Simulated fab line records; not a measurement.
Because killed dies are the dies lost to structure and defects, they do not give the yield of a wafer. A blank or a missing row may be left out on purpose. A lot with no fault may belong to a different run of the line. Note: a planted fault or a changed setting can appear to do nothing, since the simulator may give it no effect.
What tool caused it? | flow nand harc | Sampling: 22 lots, 66 wafers, 6 of 1302 route steps

## WHAT THE GAUGES READ, wafer by wafer
The record lacks any reading of a measuring or inspecting step that a usual standard deviation could be used to judge.

## EACH LOT AND THE TOOL THAT RAN IT (in order: tool; ch and the chambers of the sampled wafers; start)
lot  | NHARC_A_STAIRCASE_STRIP_274                   | NHARC_A_STAIRCASE_ETCH_313         | NHARC_A_STAIRCASE_ALD_415        | NHARC_A_STAIRCASE_DESCUM_443       | NHARC_A_STAIRCASE_STRIP_446          | NHARC_A_STAIRCASE_STRIP_475
L074 | rie diel-06 ch 0,1,2, day 16 08:13 or earlier | rie diel-01 ch 0,3, day 16 08:13   | ald hk-01 ch 0,3, day 16 10:14   | rie diel-06 ch 0,1,3, day 18 00:23 | plasma asher-01 ch 0,1, day 18 04:54 | rie diel-06 ch 0,2,3, no start
L075 | rie diel-06 ch 0,1,2, day 17 07:58 or earlier | rie diel-01 ch 1,3, day 17 07:58   | ald hk-04 ch 0,1, day 17 09:59   | rie diel-06 ch 0,1, day 19 06:31   | plasma asher-02 ch 0, day 19 11:02   | rie diel-06 ch 1,2, no start
L076 | rie diel-06 ch 1,3, day 17 09:23 or earlier   | rie diel-01 ch 1,3, day 17 09:23   | ald hk-02 ch 0,2,3, day 17 11:37 | rie diel-01 ch 1,3, day 19 06:33   | plasma asher-01 ch 0, day 19 11:01   | rie diel-05 ch 1,2,3, no start
L077 | rie diel-05 ch 1,2,3, day 17 18:46 or earlier | rie diel-05 ch 0,3, day 17 18:46   | ald hk-04 ch 2,3, day 17 20:34   | rie diel-01 ch 0,2,3, day 19 11:50 | plasma asher-02 ch 0,1, day 19 17:16 | rie diel-05 ch 1,2,3, no start
L078 | rie diel-06 ch 0,1,3, day 18 17:29 or earlier | rie diel-05 ch 1,2,3, day 18 17:29 | ald hk-04 ch 0,1,2, day 18 19:16 | rie diel-06 ch 0,2,3, day 20 10:26 | plasma asher-01 ch 0,1, day 20 14:55 | rie diel-01 ch 0,1,2, no start
L079 | rie diel-05 ch 0,2, day 18 22:26 or earlier   | rie diel-01 ch 0,1,2, day 18 22:26 | ald hk-02 ch 1,2, day 19 00:13   | rie diel-05 ch 0,1, day 20 09:59   | plasma asher-01 ch 0,1, day 20 14:29 | rie diel-05 ch 1,2,3, no start
L080 | rie diel-01 ch 0,1,2, day 19 14:14 or earlier | rie diel-06 ch 0,1, day 19 14:14   | ald hk-04 ch 0,2, day 19 16:20   | rie diel-05 ch 0,1, day 21 05:28   | plasma asher-01 ch 0,1, day 21 09:59 | rie diel-01 ch 0,1, no start
L081 | rie diel-06 ch 1,2,3, day 19 21:56 or earlier | rie diel-01 ch 0,2, day 19 21:56   | ald hk-02 ch 0,2, day 20 00:01   | rie diel-01 ch 0,2, day 21 17:37   | plasma asher-02 ch 1, day 21 22:06   | rie diel-05 ch 1,2,3, no start
L082 | rie diel-05 ch 1,2,3, day 20 01:01 or earlier | rie diel-05 ch 1,3, day 20 01:01   | ald hk-04 ch 0,2,3, day 20 03:16 | rie diel-06 ch 0,1,2, day 21 17:47 | plasma asher-01 ch 0, day 21 22:14   | rie diel-01 ch 0,2, no start
L083 | rie diel-05 ch 0,1,2, day 20 14:38 or earlier | rie diel-05 ch 0,2,3, day 20 14:38 | ald hk-01 ch 0,1,3, day 20 16:26 | rie diel-01 ch 0,1,3, day 22 08:19 | plasma asher-02 ch 0,1, day 22 12:50 | rie diel-05 ch 0,1,3, no start
L085 | rie diel-06 ch 0,2,3, day 21 02:31 or earlier | rie diel-05 ch 0,2, day 21 02:31   | ald hk-02 ch 0,1,3, day 21 06:44 | rie diel-05 ch 0,1,2, day 23 02:19 | plasma asher-02 ch 0,1, day 23 06:50 | rie diel-06 ch 0,2,3, no start
L084 | rie diel-06 ch 0,2,3, day 21 10:08 or earlier | rie diel-05 ch 0,2, day 21 10:08   | ald hk-04 ch 0,2, day 21 12:09   | rie diel-05 ch 0,1, day 23 02:22   | plasma asher-02 ch 0,1, day 23 09:46 | rie diel-01 ch 0,1,2, no start
L086 | rie diel-05 ch 1,3, day 21 16:11 or earlier   | rie diel-01 ch 0,1,2, day 21 16:11 | ald hk-01 ch 0,2,3, day 21 18:24 | rie diel-05 ch 0,1,3, day 23 02:25 | plasma asher-01 ch 0,1, day 23 12:33 | rie diel-05 ch 1,2, no start
L088 | rie diel-05 ch 1,3, day 23 00:01 or earlier   | rie diel-05 ch 1,2,3, day 23 00:01 | ald hk-01 ch 1,3, day 23 01:49   | rie diel-01 ch 0,1,3, day 24 16:02 | plasma asher-02 ch 0, day 24 20:25   | rie diel-01 ch 1,2, no start
L087 | rie diel-05 ch 0,1,2, day 23 03:23 or earlier | rie diel-06 ch 0,2,3, day 23 03:23 | ald hk-01 ch 1,2,3, day 23 06:12 | rie diel-06 ch 1,2,3, day 24 15:52 | plasma asher-01 ch 0,1, day 24 21:25 | rie diel-05 ch 0,1,3, no start
L089 | rie diel-06 ch 0,2, day 23 03:43 or earlier   | rie diel-01 ch 1,2, day 23 03:43   | ald hk-04 ch 1,2, day 23 06:05   | rie diel-05 ch 0,2, day 24 15:40   | plasma asher-01 ch 0, day 24 20:20   | rie diel-05 ch 1,2, no start
L090 | rie diel-06 ch 0,1,3, day 23 13:41 or earlier | rie diel-01 ch 1,3, day 23 13:41   | ald hk-02 ch 1,2, day 23 16:19   | rie diel-01 ch 1,2,3, day 25 04:29 | plasma asher-01 ch 0,1, day 25 08:58 | rie diel-01 ch 0,2,3, no start
L091 | rie diel-01 ch 0,1, day 23 13:05 or earlier   | rie diel-05 ch 2,3, day 23 13:05   | ald hk-04 ch 0,1,2, day 23 16:14 | rie diel-06 ch 0,1,2, day 25 04:38 | plasma asher-01 ch 0,1, day 25 09:13 | rie diel-06 ch 2,3, no start
L093 | rie diel-06 ch 0,1,2, day 24 18:53 or earlier | rie diel-05 ch 0,2,3, day 24 18:53 | ald hk-02 ch 0,1,2, day 24 22:47 | rie diel-01 ch 0,2,3, day 26 15:03 | plasma asher-01 ch 0,1, day 26 19:32 | rie diel-06 ch 0,1,2, no start
L095 | rie diel-01 ch 1,3, day 25 07:24 or earlier   | rie diel-05 ch 1,2, day 25 07:24   | ald hk-04 ch 0,2, day 25 09:12   | rie diel-01 ch 2,3, day 27 03:10   | plasma asher-02 ch 0,1, day 27 07:49 | rie diel-06 ch 0,1,3, no start
L096 | rie diel-06 ch 0,3, day 26 02:40 or earlier   | rie diel-01 ch 0,3, day 26 02:40   | ald hk-02 ch 2,3, day 26 04:27   | rie diel-06 ch 0,2, day 27 22:24   | plasma asher-01 ch 0,1, day 28 02:53 | rie diel-05 ch 1,2,3, no start
L097 | rie diel-05 ch 1,2,3, day 26 15:16 or earlier | rie diel-05 ch 2,3, day 26 15:16   | ald hk-02 ch 0,1, day 26 17:16   | rie diel-05 ch 2,3, day 28 10:04   | plasma asher-02 ch 0,1, day 28 14:35 | rie diel-05 ch 2,3, no start
- NHARC_A_STAIRCASE_STRIP_274: strips in O2.
- NHARC_A_STAIRCASE_ETCH_313: etches the open film in CF4/CHF3.
- NHARC_A_STAIRCASE_ALD_415: deposits SiO2, target thk 30 nm, pulse time 6 s, ald cycles 300.
- NHARC_A_STAIRCASE_DESCUM_443: chemistry O2, time 3 s.
- NHARC_A_STAIRCASE_STRIP_446: strips in O2.
- NHARC_A_STAIRCASE_STRIP_475: strips in O2, time 20 s.

## WHAT THE TOOLS THEMSELVES READ (means of the sampled wafers that have a number; where no wafer has one, the mark that the record gives instead)
NHARC_A_STAIRCASE_STRIP_274. Usual: drypump motor current A 5.6 A, standard deviation 0.61; oes product au 0.998 a.u., standard deviation 0.01; rf vpp V 57.8 V, standard deviation 0.93; showerhead plenum p Torr 3.52 Torr, standard deviation 0.15; throttle valve pct 17.038 %, standard deviation 0.0086.
lot  | tool        | drypump motor current A (A) | oes product au (a.u.) | rf vpp V (V) | showerhead plenum p Torr (Torr) | throttle valve pct (%) | flag
L074 | rie diel-06 | 5.4                         | 1.002                 | 58.4         | 3.60                            | 17.039                 |
L075 | rie diel-06 | 5.4                         | 1.006                 | 57.8         | 3.59                            | 17.034                 |
L076 | rie diel-06 | 5.8                         | 0.984                 | 57.5         | 3.51                            | 17.031                 |
L077 | rie diel-05 | 5.4                         | 0.996                 | 56.9         | 3.36                            | 17.043                 |
L078 | rie diel-06 | 5.9                         | 0.991                 | 57.9         | 3.52                            | 17.035                 |
L079 | rie diel-05 | 5.6                         | 0.992                 | 57.8         | 3.45                            | 17.037                 |
L080 | rie diel-01 | 6.0                         | 0.997                 | 57.9         | 3.53                            | 17.038                 |
L081 | rie diel-06 | 5.7                         | 1.000                 | 57.3         | 3.45                            | 17.037                 |
L082 | rie diel-05 | 5.3                         | 1.000                 | 57.5         | 3.53                            | 17.034                 |
L083 | rie diel-05 | 5.5                         | 0.993                 | 57.4         | 3.42                            | 17.038                 |
L085 | rie diel-06 | 5.7                         | 0.996                 | 57.3         | 3.47                            | 17.034                 |
L084 | rie diel-06 | 5.7                         | 0.999                 | 57.4         | 3.47                            | 17.037                 |
L086 | rie diel-05 | 4.8                         | 1.007                 | 57.1         | 3.51                            | 17.040                 |
L088 | rie diel-05 | 4.8                         | 0.998                 | 58.3         | 3.51                            | 17.037                 |
L087 | rie diel-05 | 5.5                         | 1.006                 | 57.3         | 3.41                            | 17.035                 |
L089 | rie diel-06 | 5.4                         | 1.002                 | 57.9         | 3.59                            | 17.049                 |
L090 | rie diel-06 | 5.9                         | 1.007                 | 57.7         | 3.68                            | 17.034                 |
L091 | rie diel-01 | 5.9                         | 1.000                 | 58.0         | 3.51                            | 17.036                 |
L093 | rie diel-06 | 5.4                         | 1.001                 | 58.2         | 3.56                            | 17.044                 |
L095 | rie diel-01 | 6.1                         | 1.006                 | 57.3         | 3.47                            | 17.033                 |
L096 | rie diel-06 | 5.9                         | 0.997                 | 57.8         | 3.69                            | 17.032                 |
L097 | rie diel-05 | 5.4                         | 0.987                 | 58.1         | 3.50                            | 17.036                 |

NHARC_A_STAIRCASE_ETCH_313. Usual: bias w 200.0 W, standard deviation 0.55; drypump motor current A 5.5 A, standard deviation 0.66; oes product au 0.931 a.u., standard deviation 0.019; rf vpp V 370.1 V, standard deviation 2.2; showerhead plenum p Torr 1.56 Torr, standard deviation 0.063; throttle valve pct 16.803 %, standard deviation 0.01.
lot  | tool        | bias w (W) | drypump motor current A (A) | oes product au (a.u.) | rf vpp V (V) | showerhead plenum p Torr (Torr) | throttle valve pct (%) | flag
L074 | rie diel-01 | 200.7      | 5.3                         | 0.924                 | 369.5        | 1.55                            | 16.802                 |
L075 | rie diel-01 | 200.3      | 6.1                         | 0.972                 | 369.7        | 1.56                            | 16.803                 |
L076 | rie diel-01 | 199.8      | 6.1                         | 0.970                 | 370.1        | 1.56                            | 16.805                 |
L077 | rie diel-05 | 199.9      | 5.0                         | 0.926                 | 366.9        | 1.49                            | 16.796                 |
L078 | rie diel-05 | 200.0      | 5.3                         | 0.975                 | 370.9        | 1.58                            | 16.805                 |
L079 | rie diel-01 | 199.5      | 6.0                         | 0.923                 | 371.8        | 1.57                            | 16.806                 |
L080 | rie diel-06 | 199.8      | 5.6                         | 0.929                 | 372.1        | 1.62                            | 16.807                 |
L081 | rie diel-01 | 200.0      | 5.6                         | 0.911                 | 370.4        | 1.56                            | 16.806                 |
L082 | rie diel-05 | 199.5      | 4.9                         | 0.923                 | 373.0        | 1.64                            | 16.813                 |
L083 | rie diel-05 | 199.9      | 5.5                         | 0.918                 | 370.7        | 1.59                            | 16.794                 |
L085 | rie diel-05 | 200.0      | 5.6                         | 0.920                 | 369.5        | 1.53                            | 16.808                 |
L084 | rie diel-05 | 200.6      | 5.6                         | 0.916                 | 368.7        | 1.53                            | 16.807                 |
L086 | rie diel-01 | 200.3      | 6.0                         | 0.921                 | 370.8        | 1.57                            | 16.805                 |
L088 | rie diel-05 | 200.2      | 5.3                         | 0.924                 | 370.6        | 1.57                            | 16.799                 |
L087 | rie diel-06 | 199.9      | 5.7                         | 0.933                 | 372.1        | 1.62                            | 16.792                 |
L089 | rie diel-01 | 200.0      | 6.0                         | 0.916                 | 369.8        | 1.56                            | 16.798                 |
L090 | rie diel-01 | 199.8      | 6.1                         | 0.926                 | 370.1        | 1.55                            | 16.802                 |
L091 | rie diel-05 | 199.9      | 5.4                         | 0.913                 | 372.2        | 1.63                            | 16.806                 |
L093 | rie diel-05 | 199.8      | 5.5                         | 0.916                 | 371.0        | 1.58                            | 16.807                 |
L095 | rie diel-05 | 200.2      | 5.3                         | 0.923                 | 368.4        | 1.50                            | 16.801                 |
L096 | rie diel-01 | 200.1      | 5.1                         | 0.955                 | 367.7        | 1.51                            | 16.814                 |
L097 | rie diel-05 | 199.8      | 5.8                         | 0.918                 | 370.4        | 1.57                            | 16.798                 |

NHARC_A_STAIRCASE_ALD_415. Usual: heater power w 462 W, standard deviation 56; precursor pulse height rel 1.000, standard deviation 0.019.
lot  | tool      | heater power w (W) | precursor pulse height rel | flag
L074 | ald hk-01 | 459                | 0.992                      |
L075 | ald hk-04 | 455                | 1.013                      |
L076 | ald hk-02 | 465                | 1.011                      |
L077 | ald hk-04 | 420                | 0.999                      |
L078 | ald hk-04 | 442                | 1.020                      |
L079 | ald hk-02 | 429                | 0.999                      |
L080 | ald hk-04 | 398                | 0.992                      |
L081 | ald hk-02 | 443                | 0.993                      |
L082 | ald hk-04 | 414                | 0.988                      |
L083 | ald hk-01 | 494                | 1.016                      |
L085 | ald hk-02 | 511                | 1.011                      |
L084 | ald hk-04 | 396                | 0.999                      |
L086 | ald hk-01 | 486                | 0.987                      |
L088 | ald hk-01 | 505                | 0.995                      |
L087 | ald hk-01 | 494                | 0.997                      |
L089 | ald hk-04 | 479                | 1.001                      |
L090 | ald hk-02 | 430                | 1.014                      |
L091 | ald hk-04 | 442                | 1.009                      |
L093 | ald hk-02 | 486                | 1.010                      |
L095 | ald hk-04 | 398                | 0.995                      |
L096 | ald hk-02 | 414                | 1.003                      |
L097 | ald hk-02 | 526                | 0.993                      |

NHARC_A_STAIRCASE_DESCUM_443. Usual: drypump motor current A 5.5 A, standard deviation 0.6; oes product au 0.999 a.u., standard deviation 0.0093; rf vpp V 57.7 V, standard deviation 0.89; showerhead plenum p Torr 1.90 Torr, standard deviation 0.08; throttle valve pct 11.311 %, standard deviation 0.0091.
lot  | tool        | drypump motor current A (A) | oes product au (a.u.) | rf vpp V (V) | showerhead plenum p Torr (Torr) | throttle valve pct (%) | flag
L074 | rie diel-06 | 5.9                         | 0.998                 | 57.7         | 1.91                            | 11.314                 |
L075 | rie diel-06 | 5.6                         | 1.005                 | 57.5         | 1.98                            | 11.316                 |
L076 | rie diel-01 | 5.5                         | 1.001                 | 57.2         | 1.85                            | 11.309                 |
L077 | rie diel-01 | 5.4                         | 0.990                 | 57.8         | 1.87                            | 11.312                 |
L078 | rie diel-06 | 5.7                         | 1.000                 | 57.0         | 1.88                            | 11.316                 |
L079 | rie diel-05 | 5.1                         | 1.003                 | 57.6         | 1.86                            | 11.312                 |
L080 | rie diel-05 | 5.0                         | 1.010                 | 56.8         | 1.84                            | 11.308                 |
L081 | rie diel-01 | 5.6                         | 0.991                 | 57.7         | 1.90                            | 11.310                 |
L082 | rie diel-06 | 5.4                         | 0.991                 | 58.2         | 1.94                            | 11.314                 |
L083 | rie diel-01 | 5.7                         | 1.001                 | 57.1         | 1.88                            | 11.319                 |
L085 | rie diel-05 | 5.4                         | 0.995                 | 57.2         | 1.84                            | 11.314                 |
L084 | rie diel-05 | 5.0                         | 1.004                 | 57.6         | 1.84                            | 11.316                 |
L086 | rie diel-05 | 5.0                         | 1.000                 | 58.2         | 1.92                            | 11.311                 |
L088 | rie diel-01 | 5.7                         | 1.003                 | 57.3         | 1.87                            | 11.302                 |
L087 | rie diel-06 | 5.7                         | 1.010                 | 58.2         | 1.96                            | 11.313                 |
L089 | rie diel-05 | 6.0                         | 0.997                 | 57.5         | 1.84                            | 11.316                 |
L090 | rie diel-01 | 5.8                         | 1.002                 | 56.9         | 1.87                            | 11.314                 |
L091 | rie diel-06 | 5.4                         | 0.993                 | 57.8         | 1.93                            | 11.315                 |
L093 | rie diel-01 | 5.4                         | 0.997                 | 57.2         | 1.85                            | 11.307                 |
L095 | rie diel-01 | 5.4                         | 0.996                 | 57.7         | 1.85                            | 11.313                 |
L096 | rie diel-06 | 5.2                         | 1.003                 | 58.0         | 1.90                            | 11.307                 |
L097 | rie diel-05 | 5.4                         | 0.990                 | 58.2         | 1.98                            | 11.324                 |

NHARC_A_STAIRCASE_STRIP_446. Usual: drypump motor current A 5.5 A, standard deviation 0.34; heater power w 326 W, standard deviation 12.
lot  | tool            | drypump motor current A (A) | heater power w (W) | flag
L074 | plasma asher-01 | 5.4                         | 337                |
L075 | plasma asher-02 | 5.3                         | 327                |
L076 | plasma asher-01 | 5.4                         | 342                |
L077 | plasma asher-02 | 5.6                         | 317                |
L078 | plasma asher-01 | 5.4                         | 333                |
L079 | plasma asher-01 | 5.3                         | 330                |
L080 | plasma asher-01 | 5.3                         | 335                |
L081 | plasma asher-02 | 6.1                         | 306                |
L082 | plasma asher-01 | 5.4                         | 339                |
L083 | plasma asher-02 | 5.5                         | 326                |
L085 | plasma asher-02 | 5.8                         | 313                |
L084 | plasma asher-02 | 5.9                         | 308                |
L086 | plasma asher-01 | 5.3                         | 325                |
L088 | plasma asher-02 | 5.3                         | 327                |
L087 | plasma asher-01 | 5.4                         | 330                |
L089 | plasma asher-01 | 5.4                         | 326                |
L090 | plasma asher-01 | 5.3                         | 329                |
L091 | plasma asher-01 | 5.4                         | 323                |
L093 | plasma asher-01 | 5.4                         | 324                |
L095 | plasma asher-02 | 5.6                         | 335                |
L096 | plasma asher-01 | 5.4                         | 322                |
L097 | plasma asher-02 | 5.5                         | 343                |

NHARC_A_STAIRCASE_STRIP_475. Usual: drypump motor current A 5.5 A, standard deviation 0.64; oes product au 0.998 a.u., standard deviation 0.01; rf vpp V 57.8 V, standard deviation 0.87; showerhead plenum p Torr 3.51 Torr, standard deviation 0.15; throttle valve pct 17.036 %, standard deviation 0.0091.
lot  | tool        | drypump motor current A (A) | oes product au (a.u.) | rf vpp V (V) | showerhead plenum p Torr (Torr) | throttle valve pct (%) | flag
L074 | rie diel-06 | 5.7                         | 1.002                 | 57.5         | 3.48                            | 17.032                 |
L075 | rie diel-06 | 5.2                         | 0.997                 | 58.5         | 3.51                            | 17.035                 |
L076 | rie diel-05 | 5.3                         | 0.988                 | 58.0         | 3.53                            | 17.034                 |
L077 | rie diel-05 | 5.4                         | 1.002                 | 57.8         | 3.53                            | 17.030                 |
L078 | rie diel-01 | 6.0                         | 0.996                 | 57.7         | 3.52                            | 17.032                 |
L079 | rie diel-05 | 5.3                         | 0.996                 | 58.6         | 3.52                            | 17.040                 |
L080 | rie diel-01 | 6.3                         | 1.008                 | 58.1         | 3.54                            | 17.039                 |
L081 | rie diel-05 | 5.4                         | 0.997                 | 57.7         | 3.52                            | 17.032                 |
L082 | rie diel-01 | 5.6                         | 0.983                 | 57.2         | 3.50                            | 17.033                 |
L083 | rie diel-05 | 5.0                         | 1.013                 | 57.6         | 3.54                            | 17.035                 |
L085 | rie diel-06 | 5.7                         | 1.005                 | 57.1         | 3.64                            | 17.041                 |
L084 | rie diel-01 | 6.0                         | 0.999                 | 58.1         | 3.51                            | 17.038                 |
L086 | rie diel-05 | 5.3                         | 1.013                 | 57.5         | 3.37                            | 17.035                 |
L088 | rie diel-01 | 6.4                         | 1.007                 | 57.8         | 3.52                            | 17.047                 |
L087 | rie diel-05 | 5.0                         | 1.004                 | 57.5         | 3.53                            | 17.045                 |
L089 | rie diel-05 | 5.8                         | 0.996                 | 56.7         | 3.38                            | 17.025                 |
L090 | rie diel-01 | 5.4                         | 0.995                 | 58.1         | 3.43                            | 17.054                 |
L091 | rie diel-06 | 6.0                         | 1.006                 | 58.2         | 3.68                            | 17.035                 |
L093 | rie diel-06 | 5.4                         | 0.998                 | 57.7         | 3.55                            | 17.033                 |
L095 | rie diel-06 | 5.9                         | 1.005                 | 58.3         | 3.66                            | 17.030                 |
L096 | rie diel-05 | 5.4                         | 0.985                 | 57.7         | 3.50                            | 17.039                 |
L097 | rie diel-05 | 5.4                         | 0.991                 | 58.8         | 3.63                            | 17.035                 |

## THE ANSWER, worked out from the rows above alone
Rule: a lot is off if the mean of its wafers that have a number lies more than 3 standard deviations from the usual mean. Also off: a lot with no number at a reading for which 4 or more lots have one. All remaining lots with rows at the step are treated as sound. First the gauges in route order, then the tools' own readings, where a lot's mean is used as printed above. At the first step where some lot is off, the reading lying furthest off is the one used; lots without a number count as furthest.
Across all readings shown, no lot is off: no conclusion can be drawn from this.

## WHAT THE SIMULATOR PUT IN
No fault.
